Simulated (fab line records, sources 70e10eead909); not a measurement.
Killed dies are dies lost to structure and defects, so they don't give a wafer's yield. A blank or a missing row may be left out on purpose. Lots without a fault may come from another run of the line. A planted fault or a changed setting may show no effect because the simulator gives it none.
fab line records | flow nand_harc | part 2 of 2: steps 15 to 15 of 15
record lots=7 wafers=21 last_day=33
route steps=1302 shown A_CONTACT@1037 END@1302
lots that met no fault: from a run of the same line without faults
start_h: hours from the record's first day to the start of the lot's first wafer shown | wait_h: hours since the lot's step before | " the same as in the row above | L1.1+2: a row that stands for several wafers | - no value, or no start given | * or withheld: withheld | < > ~ a bound
route shown NAME@n: a module of which the file shows steps, and the number in the route of the first | usual: mean/standard deviation of fault-free wafers | same: alike in all rows | chamber/n: place in a boat | sites: the reading at each site | _std_site: their standard deviation | _edge_site: outer sites' mean less inner sites' | radius_mm: how far each site lies from the wafer's centre | mask NAME#n: copy n | behind: the tool/chamber that last shaped the wafer | hold: why the lot was held/for how many hours/how that ended | device: the transistor (n, p or np) that didn't switch | end of line: the same wafers' tests at the end of the route | a step without rows: its recipe alone | killed: dies lost to structure and defects at the first sort, not the wafer's yield | map: a wafer's dies, x killed, . not, _ none there
set.NAME: the setting as run; set.NAME@STEP: as run at that earlier step | model.NAME: the simulator's own value behind a step, which no gauge read
lots at some steps of the route; a table a step, a row a wafer
services: from which hour (start_h, from the record's first day; less than 0 if before it) a tool's chamber was out of use, for how many hours, and why
## steps
# step NHARC_END_SORT_01
# recipe temp_c=25
# usual killed_at_array=49/18 killed_at_other=0.7/1.1 killed_at_periphery=4.0/2.6 killed_dies=54/19 killed_open=3.4/1.7 killed_short=2.5/1.7
# same gross_dies=677
# columns lot.wafer tool chamber start_h wait_h hold killed_at_array killed_at_other killed_at_periphery killed_dies killed_open killed_short
L130.1 prober-02 0 602.66 2.5 - 67 1 3 71 0 3
L130.2 prober-02 0 603.46 2.8 - 58 0 5 63 3 3
L130.4 prober-02 0 605.05 3.4 - 80 0 3 83 0 3
L129.1 prober-01 0 602.67 2.5 - 44 3 2 49 6 2
L129.3 prober-01 0 604.26 3.1 - 28 1 4 33 4 0
L129.5 prober-01 0 605.86 3.7 - 56 4 1 61 2 2
L141.1 prober-01 0 735.02 2.5 await_dispo/3.7h/scrap 671 0 6 677 5 2
L141.3 prober-01 0 736.60 3.1 await_dispo/3.7h/scrap 674 0 3 677 5 1
L141.5 prober-01 0 738.19 3.7 await_dispo/3.7h/scrap 672 2 3 677 6 3
L143.3 prober-01 0 745.30 3.1 await_dispo/2.7h/scrap 673 0 4 677 3 1
L143.5 prober-01 0 746.91 3.7 await_dispo/2.7h/scrap 674 1 2 677 3 0
L143.6 prober-01 0 747.72 4.0 await_dispo/2.7h/scrap 676 0 1 677 2 4
L142.1 prober-01 0 751.90 2.5 await_dispo/3.0h/scrap 667 0 10 677 5 2
L142.4 prober-01 0 754.34 3.4 await_dispo/3.0h/scrap 671 0 6 677 0 4
L142.6 prober-01 0 755.97 4.1 await_dispo/3.0h/scrap 670 0 7 677 4 4
L144.1 prober-01 0 759.73 2.4 - 58 0 1 59 1 3
L144.3 prober-01 0 761.35 3.1 - 42 1 2 45 4 3
L144.4 prober-01 0 762.16 3.4 - 60 0 5 65 4 3
L147.1 prober-01 0 790.54 2.6 - 28 0 9 37 3 5
L147.2 prober-01 0 791.35 2.9 - 22 0 1 23 4 2
L147.4 prober-01 0 792.97 3.5 - 25 0 4 29 6 2
# killed by level:class
L130.1 A_CHANNEL_HOLE_D1:chamber_film_flake=26 A_SLIT:chamber_film_flake=22 A_CHANNEL_HOLE_D2:chamber_film_flake=8 P_ZERO_WELL:chamber_film_flake=3 A_CONTACT:chamber_film_flake=3 A_CHANNEL_FILL_D1:chamber_film_flake=3 A_STAIRCASE:chamber_film_flake=2 A_CHANNEL_FILL_D1:geometric_particle:short=1
L129.1 A_CHANNEL_HOLE_D2:chamber_film_flake=26 A_SGD_CUT:chamber_film_flake=3 A_CONTACT:chamber_film_flake=3 THIN_TSV:chamber_film_flake=3 A_CHANNEL_FILL_D2:geometric_particle:open=2 A_CHANNEL_HOLE_D1:chamber_film_flake=2 A_DECK1_JOINT:chamber_film_flake=2 P_CONTACT:geometric_particle:short=1
L130.2 A_SLIT:chamber_film_flake=28 A_CHANNEL_HOLE_D1:chamber_film_flake=12 A_CHANNEL_HOLE_D2:chamber_film_flake=5 A_CONTACT:chamber_film_flake=5 A_CHANNEL_FILL_D1:geometric_particle:short=2 P_BONDPAD:chamber_film_flake=2 A_DECK1_JOINT:chamber_film_flake=2 P_GATE:geometric_particle:open=1
L129.3 A_CHANNEL_HOLE_D2:chamber_film_flake=15 A_CHANNEL_HOLE_D1:chamber_film_flake=4 A_SGD_CUT:chamber_film_flake=4 P_M1:chamber_film_flake=2 P_CONTACT:geometric_particle:open=1 P_M0:geometric_particle:open=1 A_ONON_D2:geometric_particle:open=1 A_CHANNEL_FILL_D2:geometric_particle:open=1
L130.4 A_CHANNEL_HOLE_D1:chamber_film_flake=35 A_SLIT:chamber_film_flake=31 A_CHANNEL_HOLE_D2:chamber_film_flake=7 A_CHANNEL_FILL_D2:geometric_particle:short=2 A_STAIRCASE:chamber_film_flake=2 A_CHANNEL_FILL_D1:geometric_particle:short=1 P_ZERO_WELL:chamber_film_flake=1 P_STI:chamber_film_flake=1
L129.5 A_CHANNEL_HOLE_D2:chamber_film_flake=32 A_SGD_CUT:chamber_film_flake=7 A_CHANNEL_HOLE_D1:chamber_film_flake=5 A_CONTACT:chamber_film_flake=4 THIN_TSV:chamber_film_flake=4 A_STAIRCASE:chamber_film_flake=2 P_GATE:geometric_particle:open=1 A_ONON_D1:geometric_particle:short=1
L141.1 A_CONTACT:area_etch=607 A_SLIT:chamber_film_flake=21 A_CHANNEL_HOLE_D1:chamber_film_flake=18 A_CHANNEL_HOLE_D2:chamber_film_flake=13 A_CONTACT:chamber_film_flake=4 A_CHANNEL_FILL_D2:geometric_particle:open=2 P_CONTACT:geometric_particle:open=1 P_M0:geometric_particle:open=1
L141.3 A_CONTACT:area_etch=615 A_CHANNEL_HOLE_D1:chamber_film_flake=18 A_CHANNEL_HOLE_D2:chamber_film_flake=15 A_SLIT:chamber_film_flake=14 A_WL_FILL:chamber_film_flake=3 A_CONTACT:chamber_film_flake=3 P_M0:geometric_particle:open=2 P_CONTACT:geometric_particle:open=1
L141.5 A_CONTACT:area_etch=603 A_SLIT:chamber_film_flake=22 A_CHANNEL_HOLE_D2:chamber_film_flake=17 A_CHANNEL_HOLE_D1:chamber_film_flake=16 A_CONTACT:chamber_film_flake=4 A_WL_FILL:geometric_particle:open=2 A_CHANNEL_FILL_D1:chamber_film_flake=2 P_CONTACT:geometric_particle:open=1
L143.3 A_CONTACT:area_etch=650 A_CHANNEL_HOLE_D1:chamber_film_flake=9 A_STAIRCASE:chamber_film_flake=4 A_SLIT:chamber_film_flake=3 A_WL_FILL:chamber_film_flake=3 A_ONON_D1:geometric_particle:open=2 P_BONDPAD:chamber_film_flake=2 P_M0:geometric_particle:open=1
L143.5 A_CONTACT:area_etch=657 A_CHANNEL_HOLE_D1:chamber_film_flake=9 A_STAIRCASE:chamber_film_flake=2 A_CONTACT:chamber_film_flake=2 P_M0:geometric_particle:open=1 A_SOURCE_PLATE:geometric_particle:open=1 A_M1:geometric_particle:open=1 P_BONDPAD:chamber_film_flake=1
L143.6 A_CONTACT:area_etch=654 A_CHANNEL_HOLE_D1:chamber_film_flake=11 A_CHANNEL_FILL_D1:geometric_particle:open=2 A_SLIT:chamber_film_flake=2 P_M2:geometric_particle:short=1 A_DECK1_JOINT:geometric_particle:short=1 A_STAIRCASE:geometric_particle:short=1 A_WL_FILL:geometric_particle:short=1
L142.1 A_CONTACT:area_etch=584 A_CHANNEL_HOLE_D1:chamber_film_flake=32 A_SLIT:chamber_film_flake=24 A_CHANNEL_HOLE_D2:chamber_film_flake=15 P_ZERO_WELL:chamber_film_flake=5 A_STAIRCASE:chamber_film_flake=3 P_M0:geometric_particle:open=2 A_CHANNEL_FILL_D2:chamber_film_flake=2
L142.4 A_CONTACT:area_etch=616 A_SLIT:chamber_film_flake=18 A_CHANNEL_HOLE_D1:chamber_film_flake=15 A_CHANNEL_HOLE_D2:chamber_film_flake=12 P_ZERO_WELL:chamber_film_flake=2 P_GATE:chamber_film_flake=2 A_CHANNEL_FILL_D2:chamber_film_flake=2 A_WL_FILL:chamber_film_flake=2
L142.6 A_CONTACT:area_etch=608 A_CHANNEL_HOLE_D2:chamber_film_flake=20 A_SLIT:chamber_film_flake=13 A_CHANNEL_HOLE_D1:chamber_film_flake=12 A_CONTACT:chamber_film_flake=4 A_DECK1_JOINT:chamber_film_flake=3 P_CONTACT:geometric_particle:open=2 P_ZERO_WELL:chamber_film_flake=2
L144.1 A_SLIT:chamber_film_flake=24 A_CHANNEL_HOLE_D1:chamber_film_flake=13 A_STAIRCASE:chamber_film_flake=7 A_CONTACT:chamber_film_flake=4 A_DECK1_JOINT:chamber_film_flake=3 A_CHANNEL_HOLE_D2:chamber_film_flake=3 A_ONON_D1:geometric_particle:short=1 A_CHANNEL_FILL_D2:geometric_particle:short=1
L144.3 A_SLIT:chamber_film_flake=20 A_CHANNEL_HOLE_D1:chamber_film_flake=6 A_CHANNEL_HOLE_D2:chamber_film_flake=4 A_CONTACT:chamber_film_flake=4 P_CONTACT:geometric_particle:open=2 A_STAIRCASE:chamber_film_flake=2 A_DECK1_JOINT:geometric_particle:short=1 A_CHANNEL_FILL_D2:geometric_particle:open=1
L144.4 A_SLIT:chamber_film_flake=28 A_CHANNEL_HOLE_D1:chamber_film_flake=7 A_CONTACT:chamber_film_flake=7 A_STAIRCASE:chamber_film_flake=5 A_DECK1_JOINT:chamber_film_flake=4 A_CHANNEL_HOLE_D2:chamber_film_flake=4 P_M0:geometric_particle:open=2 P_STI:geometric_particle:short=1
L147.1 A_CONTACT:chamber_film_flake=12 A_SLIT:chamber_film_flake=7 P_BONDPAD:chamber_film_flake=3 P_M0:geometric_particle:short=2 A_DECK1_JOINT:geometric_particle:short=2 P_M0:geometric_particle:open=1 A_DECK1_JOINT:geometric_particle:open=1 A_SGD_CUT:geometric_particle:short=1
L147.2 A_CONTACT:chamber_film_flake=7 A_DECK1_JOINT:chamber_film_flake=3 A_SLIT:chamber_film_flake=3 A_CHANNEL_HOLE_D1:chamber_film_flake=2 A_DECK1_JOINT:geometric_particle:open=1 A_ONON_D2:geometric_particle:open=1 A_ONON_D2:geometric_particle:short=1 A_CHANNEL_FILL_D2:geometric_particle:open=1
L147.4 A_SLIT:chamber_film_flake=8 A_CONTACT:chamber_film_flake=6 A_STAIRCASE:chamber_film_flake=3 A_DECK1_JOINT:geometric_particle:open=2 P_CONTACT:geometric_particle:short=1 A_SOURCE_PLATE:geometric_particle:open=1 A_CHANNEL_FILL_D1:geometric_particle:short=1 A_CHANNEL_FILL_D1:geometric_particle:open=1
# map L141.1 (x killed, . not)
____________x____________
_________xxxxxxx_________
_______xxxxxxxxxxx_______
______xxxxxxxxxxxxx______
_____xxxxxxxxxxxxxxx_____
____xxxxxxxxxxxxxxxxx____
____xxxxxxxxxxxxxxxxx____
___xxxxxxxxxxxxxxxxxxx___
___xxxxxxxxxxxxxxxxxxx___
__xxxxxxxxxxxxxxxxxxxxx__
__xxxxxxxxxxxxxxxxxxxxx__
_xxxxxxxxxxxxxxxxxxxxxxx_
_xxxxxxxxxxxxxxxxxxxxxxx_
_xxxxxxxxxxxxxxxxxxxxxxx_
_xxxxxxxxxxxxxxxxxxxxxxx_
_xxxxxxxxxxxxxxxxxxxxxxx_
xxxxxxxxxxxxxxxxxxxxxxxxx
xxxxxxxxxxxxxxxxxxxxxxxxx
xxxxxxxxxxxxxxxxxxxxxxxxx
xxxxxxxxxxxxxxxxxxxxxxxxx
xxxxxxxxxxxxxxxxxxxxxxxxx
_xxxxxxxxxxxxxxxxxxxxxxx_
_xxxxxxxxxxxxxxxxxxxxxxx_
_xxxxxxxxxxxxxxxxxxxxxxx_
_xxxxxxxxxxxxxxxxxxxxxxx_
_xxxxxxxxxxxxxxxxxxxxxxx_
__xxxxxxxxxxxxxxxxxxxxx__
__xxxxxxxxxxxxxxxxxxxxx__
___xxxxxxxxxxxxxxxxxxx___
___xxxxxxxxxxxxxxxxxxx___
____xxxxxxxxxxxxxxxxx____
____xxxxxxxxxxxxxxxxx____
_____xxxxxxxxxxxxxxx_____
______xxxxxxxxxxxxx______
_______xxxxxxxxxxx_______
_________xxxxxxx_________
____________x____________
# map L142.1 (x killed, . not)
____________x____________
_________xxxxxxx_________
_______xxxxxxxxxxx_______
______xxxxxxxxxxxxx______
_____xxxxxxxxxxxxxxx_____
____xxxxxxxxxxxxxxxxx____
____xxxxxxxxxxxxxxxxx____
___xxxxxxxxxxxxxxxxxxx___
___xxxxxxxxxxxxxxxxxxx___
__xxxxxxxxxxxxxxxxxxxxx__
__xxxxxxxxxxxxxxxxxxxxx__
_xxxxxxxxxxxxxxxxxxxxxxx_
_xxxxxxxxxxxxxxxxxxxxxxx_
_xxxxxxxxxxxxxxxxxxxxxxx_
_xxxxxxxxxxxxxxxxxxxxxxx_
_xxxxxxxxxxxxxxxxxxxxxxx_
xxxxxxxxxxxxxxxxxxxxxxxxx
xxxxxxxxxxxxxxxxxxxxxxxxx
xxxxxxxxxxxxxxxxxxxxxxxxx
xxxxxxxxxxxxxxxxxxxxxxxxx
xxxxxxxxxxxxxxxxxxxxxxxxx
_xxxxxxxxxxxxxxxxxxxxxxx_
_xxxxxxxxxxxxxxxxxxxxxxx_
_xxxxxxxxxxxxxxxxxxxxxxx_
_xxxxxxxxxxxxxxxxxxxxxxx_
_xxxxxxxxxxxxxxxxxxxxxxx_
__xxxxxxxxxxxxxxxxxxxxx__
__xxxxxxxxxxxxxxxxxxxxx__
___xxxxxxxxxxxxxxxxxxx___
___xxxxxxxxxxxxxxxxxxx___
____xxxxxxxxxxxxxxxxx____
____xxxxxxxxxxxxxxxxx____
_____xxxxxxxxxxxxxxx_____
______xxxxxxxxxxxxx______
_______xxxxxxxxxxx_______
_________xxxxxxx_________
____________x____________
## services
# columns tool chamber start_h hours kind
rie_diel-12 0 527.90 - clean
rie_diel-12 1 527.90 - clean
rie_diel-12 2 527.90 - clean
rie_diel-12 3 527.90 - clean
rie_diel-08 1 542.38 3.7 repair
rie_diel-08 - 545.21 9.0 pm
rie_diel-12 0 552.40 - clean
rie_diel-12 1 552.40 - clean
rie_diel-12 2 552.40 - clean
rie_diel-12 3 552.40 - clean
har_cap_etch-03 - 564.55 2.6 repair
rie_diel-12 0 576.90 - clean
rie_diel-12 1 576.90 - clean
rie_diel-12 2 576.90 - clean
rie_diel-12 1 577.49 3.9 repair
rie_diel-12 3 581.30 1.6 repair
rie_diel-12 - 622.40 9.0 pm
rie_diel-03 - 635.56 9.0 pm
rie_diel-08 1 648.37 9.1 repair
rie_diel-08 - 650.22 0.5 repair
rie_diel-08 - 666.91 0.3 repair
rie_diel-12 0 673.93 16.8 repair
rie_diel-03 3 678.19 6.5 repair
rie_diel-08 - 722.21 9.0 pm
## key
first_sign step=NHARC_A_CONTACT_ETCH_126 reading=tool_record direction=missing
effect step=NHARC_END_SORT_01 reading=killed_at_array direction=up sigmas=34 usual=49 struck=672
more_kills_born_at NHARC_A_CONTACT_ETCH_126@har_cap_etch-02=3633 NHARC_A_CONTACT_ETCH_126@har_cap_etch-01=1961
met_at NHARC_A_CONTACT_ETCH_126
struck_wafers L141.1,L141.3,L141.5,L142.1,L142.4,L142.6,L143.3,L143.5,L143.6
later_rows_left_out L141.1,L141.3,L141.5,L142.1,L142.4,L142.6,L143.3,L143.5,L143.6
tester_left_out L141,L142,L143
onset_between 546.26 682.11
fault kind=skipped_step_whole tool=har_cap_etch-01,har_cap_etch-02 chamber=- onset_h=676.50 steps=NHARC_A_CONTACT_ETCH_126 scope=struck_lots_only
# tester_left_out: of these lots the tester's yield and bins aren't shown, on N5 and GAA mostly nor the transistor test; their killed dies are dies lost to structure and defects alone, not to doping, threshold or leakage, so they don't give the yield
# later_rows_left_out: the simulator's readings of these wafers behind a module that went badly wrong aren't trusted and aren't shown, but for the sort
